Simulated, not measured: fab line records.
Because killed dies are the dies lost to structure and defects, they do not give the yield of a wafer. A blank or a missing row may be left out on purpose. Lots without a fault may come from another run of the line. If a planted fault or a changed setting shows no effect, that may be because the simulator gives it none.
Chamber matching -- flow n5_finfet -- N5_BEOL_M14_ETCH_67 on rie_diel-04: 4 sister chambers
The step etches SiARC in CF4, target depth 143 nm, time 238.3 s. 14 wafers are shown with their chamber, then 7 later ones without.

## EACH WAFER AND ITS CHAMBER
wafer,chamber,drypump_motor_current_A (A),etch_rf_on_time_s (s),throttle_valve_pct (%)
L083.4,0,5.5,227,15.13
L083.5,3,5.3,226,15.31
L083.6,1,4.9,258,15.96
L082.1,1,4.9,258,15.96
L082.4,3,5.3,225,15.31
L082.6,0,5.5,225,15.14
L086.2,2,6.2,237,15.50
L086.3,3,5.3,225,15.34
L086.6,2,6.2,234,15.51
L093.1,3,5.3,222,15.37
L093.2,1,4.9,244,15.55
L093.3,0,5.5,223,15.16
L094.2,2,6.1,233,15.56
L094.4,0,5.5,223,15.19

SIGNATURES (means of the wafers above)
reading,chamber 0,chamber 1,chamber 2,chamber 3,scatter within a chamber
drypump_motor_current_A,5.500,4.900,6.167,5.300,0.0258
etch_rf_on_time_s,224.50,253.33,234.67,224.50,3.99
throttle_valve_pct,15.1550,15.8233,15.5233,15.3325,0.109
Rule: for a wafer and a chamber, the distance is found by dividing, reading by reading, the gap between the wafer's reading and the chamber's mean by the reading's scatter, squaring, summing and taking the root. The wafer belongs to the nearest chamber; if the next one is less than 2 further off, it can't be placed. The scatter is the square root of a quotient: the sum, over the shown wafers, of each reading's squared deviation from its chamber's mean, divided by wafers minus chambers.

## WAFERS MISSING THEIR CHAMBER
wafer,drypump_motor_current_A (A),etch_rf_on_time_s (s),throttle_valve_pct (%)
L094.5,4.9,242,15.56
L092.2,4.9,244,15.53
L092.4,5.5,222,15.19
L092.6,5.5,222,15.17
L095.2,5.3,224,15.38
L095.3,6.2,234,15.57
L095.4,4.9,242,15.58

## EACH ONE'S CHAMBER
wafer,from the rows above,in truth
L094.5,1,1
L092.2,1,1
L092.4,0,0
L092.6,0,0
L095.2,3,3
L095.3,2,2
L095.4,1,1
7 of 7 placed correctly. Not placeable from these rows: 0. 0 placed wrongly.
